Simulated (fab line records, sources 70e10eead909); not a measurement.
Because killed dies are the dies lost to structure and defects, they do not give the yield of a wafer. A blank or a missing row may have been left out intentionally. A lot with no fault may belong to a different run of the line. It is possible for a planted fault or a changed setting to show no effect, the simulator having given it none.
Matching of chambers -- flow nandHarc -- NHARC_A_BONDPAD_DESCUM_11 on rieDiel-06: 4 sister chambers
The step chemistry O2, time 3 s. 4 wafers are shown with their chamber, then 9 later ones without.

## WAFERS, EACH WITH ITS CHAMBER
wafer,chamber,showerheadPlenumPTorr (Torr)
L912.2,3,2.05
L922.4,0,1.97
L922.5,1,1.86
L922.6,2,2.05

## WAFERS WITHOUT THEIR CHAMBER
wafer,showerheadPlenumPTorr (Torr)
L924.1,1.86
L924.4,1.86
L924.5,1.97
L923.2,2.05
L923.4,2.05
L923.5,1.97
L925.1,2.05
L925.3,1.86
L925.5,1.96

## CHAMBER TAKEN BY EACH
wafer,from the rows above,in truth
L924.1,1,1
L924.4,1,1
L924.5,0,0
L923.2,can't be placed: 2 or 3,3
L923.4,can't be placed: 2 or 3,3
L923.5,0,0
L925.1,can't be placed: 2 or 3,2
L925.3,1,1
L925.5,0,0
Placed correctly: 6 of 9. Cannot be placed on the basis of these rows: 3; the candidates contain the true chamber in 3. Placed wrongly: 0.
How it was worked out, from the rows above alone: a wafer's distance from a chamber is the root of the sum, over the readings, of the square of ((its reading less the chamber's mean) divided by the reading's scatter). If the next closest chamber is less than 2 further off than the closest, the wafer can't be placed; otherwise it belongs to the closest. A chamber's mean is the mean of its shown wafers. The scatter: root of mean squared gap, hidden wafer to nearest shown wafer, with one shown wafer a chamber.
